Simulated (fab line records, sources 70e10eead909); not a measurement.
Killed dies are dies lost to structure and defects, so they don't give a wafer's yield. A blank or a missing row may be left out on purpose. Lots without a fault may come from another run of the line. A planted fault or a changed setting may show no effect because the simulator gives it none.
fab line records | flow nand_harc | part 2 of 2: steps 24 to 29 of 29
record lots=5 wafers=15 last_day=24
route steps=1159 shown A_STAIRCASE@560
lots that met no fault: from a run of the same line without faults
start_h: hours from the record's first day to the start of the lot's first wafer shown | wait_h: hours since the lot's step before | " the same as in the row above | L1.1+2: a row that stands for several wafers | - no value, or no start given | * or withheld: withheld | < > ~ a bound
route shown NAME@n: a module of which the file shows steps, and the number in the route of the first | usual: mean/standard deviation of fault-free wafers | same: alike in all rows | chamber/n: place in a boat | sites: the reading at each site | _std_site: their standard deviation | _edge_site: outer sites' mean less inner sites' | radius_mm: how far each site lies from the wafer's centre | mask NAME#n: copy n | behind: the tool/chamber that last shaped the wafer | hold: why the lot was held/for how many hours/how that ended | device: the transistor (n, p or np) that didn't switch | end of line: the same wafers' tests at the end of the route | a step without rows: its recipe alone | killed: dies lost to structure and defects at the first sort, not the wafer's yield | map: a wafer's dies, x killed, . not, _ none there
set.NAME: the setting as run; set.NAME@STEP: as run at that earlier step | model.NAME: the simulator's own value behind a step, which no gauge read
lots at some steps of the route; a table a step, a row a wafer
services: from which hour (start_h, from the record's first day; less than 0 if before it) a tool's chamber was out of use, for how many hours, and why
## steps
# step NHARC_A_STAIRCASE_TRIM_191
# recipe time_s=211.2 o2_flow_sccm=500 ar_flow_sccm=0 bias_w=0 chemistry=O2
# usual drypump_motor_current_A=5.8/0.45 oes_product_au=0.997/0.013 rf_vpp_V=57.7/0.92 showerhead_plenum_p_Torr=3.50/0.11 throttle_valve_pct=17.037/0.0081
# columns lot.wafer tool chamber start_h wait_h drypump_motor_current_A oes_product_au rf_hours_counter_h rf_vpp_V showerhead_plenum_p_Torr throttle_valve_pct
L075.1 rie_diel-02 1 - - 6.0 1.000 35 57.6 3.65 17.043
L075.5 " 2 " " 5.9 0.995 - 56.4 3.39 17.046
L075.6 " 3 " " 6.2 1.009 - 57.3 3.54 17.032
L079.3 rie_diel-01 0 - - 6.6 0.994 47 58.3 3.45 17.045
L079.2 " 2 " " 5.9 0.987 44 58.5 3.48 17.024
L079.5 " 0 " " 6.6 0.971 - 58.8 3.45 17.041
L088.3 rie_diel-02 0 - - 5.1 1.014 59 58.0 3.54 17.043
L088.2 " 1 " " 6.0 0.990 59 59.9 3.64 17.039
L088.6 " 3 " " 6.2 1.011 - 56.8 3.52 17.033
L085.2 rie_diel-02 0 - - 5.1 1.006 63 59.1 3.53 17.042
L085.3 " 1 " " 6.0 1.001 62 57.7 3.64 17.038
L085.5 " 3 " " 6.2 1.018 - 56.9 3.52 17.048
L095.2 rie_diel-01 3 - - 5.5 0.995 18 57.4 3.32 17.035
L095.1 " 1 " " 5.7 1.017 18 57.3 3.61 17.038
L095.6 " 2 " " 5.9 0.983 - 58.3 3.46 17.040
# step NHARC_A_STAIRCASE_ETCH_192
# recipe target_depth_a=1000 time_s=40.5 ion_energy_ev=400 c4f8_flow_sccm=20 o2_flow_sccm=10 ar_flow_sccm=withheld rf_w=600 bias_w=1000 chemistry=C4F8/O2
# usual oes_product_au=0.935/0.013 rf_fwd_power_W=591.7/2.7 rf_vpp_V=895/3.9
# columns lot.wafer tool chamber start_h wait_h oes_product_au rf_fwd_power_W rf_hours_counter_h rf_vpp_V
L075.1 rie_diel-02 2 - - 0.934 592.8 35 892
L075.5 " 2 " " 0.942 591.4 - 891
L075.6 " 3 " " 0.932 590.8 - 895
L079.2 rie_diel-01 0 - - 0.908 589.7 47 893
L079.3 " 1 " " 0.940 591.4 46 899
L079.5 " 1 " " 0.931 591.8 - 899
L088.2 rie_diel-02 0 - - 0.943 594.0 60 897
L088.3 " 3 " " 0.937 593.5 58 895
L088.6 " 0 " " 0.941 596.6 - 897
L085.3 rie_diel-02 2 - - 0.937 590.4 63 891
L085.2 " 0 " " 0.956 595.3 63 896
L085.5 " 2 " " 0.934 589.6 - 890
L095.1 rie_diel-01 2 - - 0.918 595.1 18 894
L095.2 " 3 " " 0.916 590.4 18 888
L095.6 " 3 " " 0.906 589.3 - 890
# step NHARC_A_STAIRCASE_TRIM_193
# recipe time_s=211.2 o2_flow_sccm=500 ar_flow_sccm=0 bias_w=0 chemistry=O2
# usual drypump_motor_current_A=5.8/0.44 oes_product_au=0.996/0.012 rf_vpp_V=57.7/0.89 showerhead_plenum_p_Torr=3.49/0.11 throttle_valve_pct=17.036/0.0089
# columns lot.wafer tool chamber start_h wait_h drypump_motor_current_A oes_product_au rf_hours_counter_h rf_vpp_V showerhead_plenum_p_Torr throttle_valve_pct
L075.1 rie_diel-02 2 - - 5.9 0.989 35 58.8 3.39 17.044
L075.6 " 1 " " 6.0 0.994 - 57.8 3.65 17.046
L075.5 " 2 " " 5.9 0.983 - 56.7 3.39 17.039
L079.3 rie_diel-01 0 - - 6.6 0.980 47 57.0 3.45 17.030
L079.2 " 1 " " 5.7 1.003 46 57.3 3.63 17.032
L079.5 " 3 " " 5.5 0.994 - 58.6 3.34 17.029
L088.3 rie_diel-02 2 - - 5.9 1.002 60 55.9 3.38 17.040
L088.2 " 0 " " 5.1 1.004 60 57.7 3.54 17.034
L088.6 " 2 " " 5.9 1.005 - 58.4 3.38 17.044
L085.2 rie_diel-02 1 - - 6.0 0.988 62 57.9 3.64 17.041
L085.3 " 3 " " 6.2 1.014 61 56.4 3.52 17.033
L085.5 " 0 " " 5.1 1.001 - 57.8 3.53 17.042
L095.2 rie_diel-01 1 - - 5.8 1.002 18 59.7 3.61 17.043
L095.1 " 0 " " 6.6 0.993 19 57.9 3.43 17.043
L095.6 " 2 " " 5.9 0.986 - 57.6 3.46 17.035
# step NHARC_A_STAIRCASE_ETCH_194
# recipe target_depth_a=1000 time_s=40.5 ion_energy_ev=400 c4f8_flow_sccm=20 o2_flow_sccm=10 ar_flow_sccm=withheld rf_w=600 bias_w=1000 chemistry=C4F8/O2
# usual oes_product_au=0.937/0.012 rf_fwd_power_W=591.6/2.7 rf_vpp_V=895/4
# columns lot.wafer tool chamber start_h wait_h oes_product_au rf_fwd_power_W rf_hours_counter_h rf_vpp_V
L075.1 rie_diel-02 3 - - 0.957 591.8 36 895
L075.6 " 3 " " 0.962 592.1 - 896
L075.5 " 0 " " 0.951 593.7 - 897
L079.3 rie_diel-01 0 - - 0.916 587.6 47 893
L079.2 " 2 " " 0.941 589.1 45 895
L079.5 " 0 " " 0.917 591.3 - 893
L088.3 rie_diel-02 3 - - 0.951 592.5 58 896
L088.2 " 1 " " 0.937 592.4 59 900
L088.6 " 2 " " 0.935 589.7 - 890
L085.2 rie_diel-02 3 - - 0.956 593.1 61 895
L085.3 " 2 " " 0.942 594.0 63 892
L085.5 " 3 " " 0.956 593.1 - 897
L095.1 rie_diel-01 3 - - 0.935 590.5 19 890
L095.2 " 0 " " 0.959 584.9 19 892
L095.6 " 0 " " 0.949 585.7 - 891
# step NHARC_A_STAIRCASE_TRIM_196
# recipe time_s=211.2 o2_flow_sccm=500 ar_flow_sccm=0 bias_w=0 chemistry=O2
# usual drypump_motor_current_A=5.8/0.44 oes_product_au=0.999/0.01 rf_vpp_V=57.7/0.89 showerhead_plenum_p_Torr=3.51/0.11 throttle_valve_pct=17.038/0.0091
# columns lot.wafer tool chamber start_h wait_h drypump_motor_current_A oes_product_au rf_hours_counter_h rf_vpp_V showerhead_plenum_p_Torr throttle_valve_pct
L075.1 rie_diel-02 1 252.91 0.1 6.0 0.995 36 59.3 3.65 17.046
L075.6 " 1 " " 6.0 1.004 - 57.5 3.65 17.048
L075.5 " 2 " " 5.9 1.001 - 57.7 3.39 17.044
L079.2 rie_diel-01 3 270.88 0.6 5.5 1.000 37 57.1 3.34 17.027
L079.3 " 1 " " 5.7 1.013 46 57.6 3.62 17.044
L079.5 " 2 " " 5.9 0.986 - 57.2 3.48 17.039
L088.3 rie_diel-02 1 320.90 0.2 6.0 0.993 59 57.5 3.64 17.041
L088.2 " 2 " " 5.9 0.993 60 57.8 3.38 17.049
L088.6 " 1 " " 6.0 0.990 - 57.4 3.64 17.026
L085.2 rie_diel-02 3 327.46 0.1 6.2 1.018 61 57.1 3.52 17.032
L085.3 " 0 " " 5.1 1.015 63 58.3 3.53 17.023
L085.5 " 0 " " 5.0 1.008 - 57.8 3.53 17.037
L095.1 rie_diel-08 1 361.65 0.1 5.0 0.998 26 58.1 3.42 17.044
L095.2 " 3 " " 5.3 1.004 30 57.0 3.60 17.029
L095.6 " 1 " " 5.0 0.997 - 58.4 3.42 17.030
# step NHARC_A_STAIRCASE_ETCH_197
# recipe target_depth_a=1000 time_s=40.5 ion_energy_ev=400 c4f8_flow_sccm=20 o2_flow_sccm=10 ar_flow_sccm=withheld rf_w=600 bias_w=1000 chemistry=C4F8/O2
# usual oes_product_au=0.940/0.019 rf_fwd_power_W=591.9/2.7 rf_vpp_V=895/4.1
# columns lot.wafer tool chamber start_h wait_h oes_product_au rf_fwd_power_W rf_hours_counter_h rf_vpp_V
L075.1 rie_diel-02 3 - - 0.963 594.4 36 898
L075.6 " 2 " " 0.938 591.7 - 891
L075.5 " 3 " " 0.960 594.5 - 899
L079.3 rie_diel-01 0 - - 0.907 587.6 47 893
L079.2 " 1 " " 0.922 591.2 46 900
L079.5 " 1 " " 0.925 591.2 - 900
L088.3 rie_diel-02 3 - - 0.943 591.0 58 895
L088.2 " 1 " " 0.914 595.9 59 901
L088.6 " 3 " " 0.943 593.7 - 894
L085.3 rie_diel-02 2 - - 0.937 594.4 63 889
L085.2 " 1 " " 0.929 588.6 63 900
L085.5 " 3 " " 0.940 594.7 - 896
L095.2 rie_diel-08 2 - - 0.928 592.3 29 900
L095.1 " 3 " " 0.910 591.3 30 898
L095.6 " 1 " " 0.932 595.1 - 893
## services
# columns tool chamber start_h hours kind
krf_scanner-03 - 227.00 0.2 repair
rie_diel-02 0 234.29 - clean
rie_diel-02 1 234.29 - clean
rie_diel-02 2 234.29 - clean
krf_scanner-01 - 237.84 1.5 repair
rie_diel-08 0 240.17 12.9 repair
krf_scanner-03 - 247.06 3.2 repair
wet_bench-03 - 255.15 2.0 repair
krf_scanner-01 - 256.00 4.0 pm
rie_diel-01 3 256.86 8.8 repair
rie_diel-02 3 267.86 7.5 repair
wet_bench-07 - 272.00 8.0 pm
plasma_asher-01 - 284.71 9.0 pm
rie_diel-08 - 301.82 9.0 pm
rie_diel-01 - 314.97 9.0 pm
rie_diel-08 0 318.40 14.4 repair
wet_bench-03 - 322.40 8.0 pm
rie_diel-02 - 328.58 9.0 pm
rie_diel-08 1 331.54 11.2 repair
rie_diel-02 0 337.94 7.0 repair
krf_scanner-03 - 340.00 4.0 pm
litho_track-02 - 340.00 7.0 pm
krf_scanner-02 - 348.57 4.0 repair
plasma_asher-02 - 360.00 9.0 pm
